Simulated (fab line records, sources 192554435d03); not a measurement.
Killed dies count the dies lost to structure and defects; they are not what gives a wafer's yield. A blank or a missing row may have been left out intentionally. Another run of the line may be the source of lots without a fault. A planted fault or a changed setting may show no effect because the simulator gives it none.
A lot that was struck, set against a sound lot ; flow n5Finfet ; 24 out of 1938 route steps
Sound: the wafers L373.3, L373.4, L373.5. Struck: wafer L362.6 (left out: L362.3, L362.5 of the same lot, which were not struck); the cause appears at the end.
Order at every step that has rows: each side's tool, ch and its chambers, its first start. Under that, the readings that differ: sound wafers ; struck wafers ; difference of the means ; sigmas: that difference in standard deviations of wafers without a fault.
alike: readings whose means differ by less than 2 such deviations, and words and numbers that are the same on both sides. not compared: withheld readings, readings that some wafer has no value for, bounds like >300 that may hide the same value, and numbers for which the record gives no deviation and whose values overlap.
The two part at a step that has a row with sigmas, a row that says differs or no value, or rows on one side only. Numbers that have no deviation but don't overlap get no sigmas and don't part them. A reading missing from all wafers of one side parts the sides only when that side holds two or more wafers.

first, 9 steps without rows for these wafers: N5_DUMMY_GATE_COAT_09 (resist thk 30 nm); N5_DUMMY_GATE_EBR_11; N5_DUMMY_GATE_SOFTBAKE_10 (time 60 s); N5_DUMMY_GATE_EXPOSE_12 (exposes mask GATE, target cd 25 nm); N5_DUMMY_GATE_PEB_13 (peb time 60 s); N5_DUMMY_GATE_DEVELOP_14 (develop time 30 s); N5_DUMMY_GATE_DESCUM_20 (chemistry O2, time 6.2 s); N5_DUMMY_GATE_ETCH_29 (etches underlayer in N2/H2, target depth 13 nm); N5_DUMMY_GATE_ETCH_36 (etches SiARC in CF4, target depth 13 nm).
N5_DUMMY_GATE_ETCH_37: etches SOC in N2/H2, target depth 60 nm, overetch 30 nm.
  sound on rieDiel-03 ch 2,3, day 8 05:26; struck on rieDiel-05 ch 0, day 5 05:11
reading;sound;struck;difference;sigmas
h2FlowSccm (sccm);200.4 200.3 200.7;198.4;-2.1;-3
oesProductAu (a.u.);0.72 0.59 0.58;0.50;-0.13;-2
model.etch.depthNm (nm);60.27 60.29 60.32;46.15;-14.14;
model.SiARC_of_DUMMY_GATE_COAT_35.thkNm (nm);5 5 5;7.4;+2.4;
  alike: drypumpMotorCurrentA, rfVppV, showerheadPlenumPTorr, tempC, throttleValvePct
  not compared: rfHoursCounterH
then, 2 steps without rows for these wafers: N5_DUMMY_GATE_STRIP_38 (strips in N2/H2); N5_DUMMY_GATE_STRIP_39 (strips in N2/H2).
N5_DUMMY_GATE_TRIM_49: chemistry O2, time 29 s, target cd 14 nm.
  sound on rieSi-06 ch 0,1,2, day 8 05:32; struck on rieSi-02 ch 2, day 5 05:16
reading;sound;struck;difference;sigmas
heBacksideLeakSccm (sccm);2.51 2.87 2.45;3.12;+0.51;+2
throttleValvePct (%);8.00 8.00 7.99;8.36;+0.36;+2
model.DUMMY_GATE.cdNm (nm);14.2 13.8 13.8;15.6;+1.7;
  alike: drypumpMotorCurrentA, oesProductAu, tempC
  not compared: rfHoursCounterH
then, 1 step without rows for these wafers: N5_DUMMY_GATE_STRIP_40 (strips in CF4).
N5_DUMMY_GATE_CD_MEAS_50: target cd 14 nm.
  sound on cdSem-03 at day 8 05:41; struck on cdSem-03 at day 5 05:25
reading;sound;struck;difference;sigmas
cdNm (nm);14.0 13.9 14.0;15.5;+1.5;+5
N5_DUMMY_GATE_ETCH_31: etches SiO2 in C4F6/O2, target depth 82.5 nm, time 27.5 s.
  sound on rieDiel-01 ch 1,2,3, day 8 05:43; struck on rieDiel-05 ch 2, day 5 05:28
reading;sound;struck;difference;sigmas
oesProductAu (a.u.);0.84 0.84 0.68;0.34;-0.45;-6
rfVppV (V);678 670 666;652;-19;-3
throttleValvePct (%);21.1 20.8 21.2;20.2;-0.8;-3
  alike: C4F6_flow_sccm, drypumpMotorCurrentA, showerheadPlenumPTorr
  not compared: rfHoursCounterH
then, 3 steps without rows for these wafers: N5_DUMMY_GATE_STRIP_41 (strips in O2); N5_DUMMY_GATE_ETCH_32 (etches SiO2 in CF4, target depth 3.5 nm, time 3.9 s); N5_DUMMY_GATE_ETCH_23 (etches poly-Si in HBr/Cl2/O2, target depth 41 nm, time 22.3 s).
N5_DUMMY_GATE_ETCH_44: etches poly-Si in HBr/O2, stops on SiO2, target depth 127.5 nm.
  sound on rieSi-02 ch 0,1, day 8 06:04; struck on rieSi-05 ch 0, day 5 05:47
reading;sound;struck;difference;sigmas
oesProductAu (a.u.);0.728 0.738 0.736;0.376;-0.358;-36
  alike: drypumpMotorCurrentA, heBacksideLeakSccm, throttleValvePct
  not compared: rfHoursCounterH
N5_DUMMY_GATE_CD_MEAS_24: target cd 15 nm.
  sound on cdSem-01 at day 8 06:10; struck on cdSem-03 at day 5 05:55
  not compared: cdNm
N5_DUMMY_GATE_ETCH_42: etches SiO2 in CHF3/O2, target depth 3.5 nm, time 31 s.
  sound on rieDiel-01 ch 1,2,3, day 8 06:13; struck on rieDiel-03 ch 3, day 5 05:57
reading;sound;struck;difference;sigmas
drypumpMotorCurrentA (A);5.7 5.2 5.7;6.3;+0.8;+2
oesProductAu (a.u.);0.84 0.68 0.85;0.94;+0.15;+2
rfVppV (V);42.8 43.5 43.6;41.1;-2.2;-3
model.DUMMY_GATE.cdNm (nm);15 14.8 15;16.8;+1.9;
  alike: showerheadPlenumPTorr, throttleValvePct
  not compared: rfHoursCounterH
then, 1 step without rows for these wafers: N5_DUMMY_GATE_STRIP_48 (strips in N2/H2, time 20 s).
-- the record jumps here: 10 days lie between the struck wafers' starts before and after (it left off in module DUMMY_GATE and takes up again in module PASSIVATION, whose first step shown is number 1936 of the route) --
N5_PASSIVATION_PROBE_49:
  sound on prober-02 at day 17 12:43; struck on prober-01 at day 14 19:49
reading;sound;struck;difference;sigmas
killed_at_M4_up;10 17 14;25;+11;+2
killedAtFrontEnd;33 23 42;1111;+1078;+99 or more
killedDies;101 110 117;1180;+1071;+71
killedOnRim;12 18 20;152;+135;+37
  alike: killed_at_M0_to_M3, killedAtContacts, killedAtOther, killedOpen, killedShort

## WHERE THEY PART
First at N5_DUMMY_GATE_ETCH_37; last, within this record, at N5_PASSIVATION_PROBE_49.

WHY: the cause the simulator had injected
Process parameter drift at N5_DUMMY_GATE_ETCH_37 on rieDiel-05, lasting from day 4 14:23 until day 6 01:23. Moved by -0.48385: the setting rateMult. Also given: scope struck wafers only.
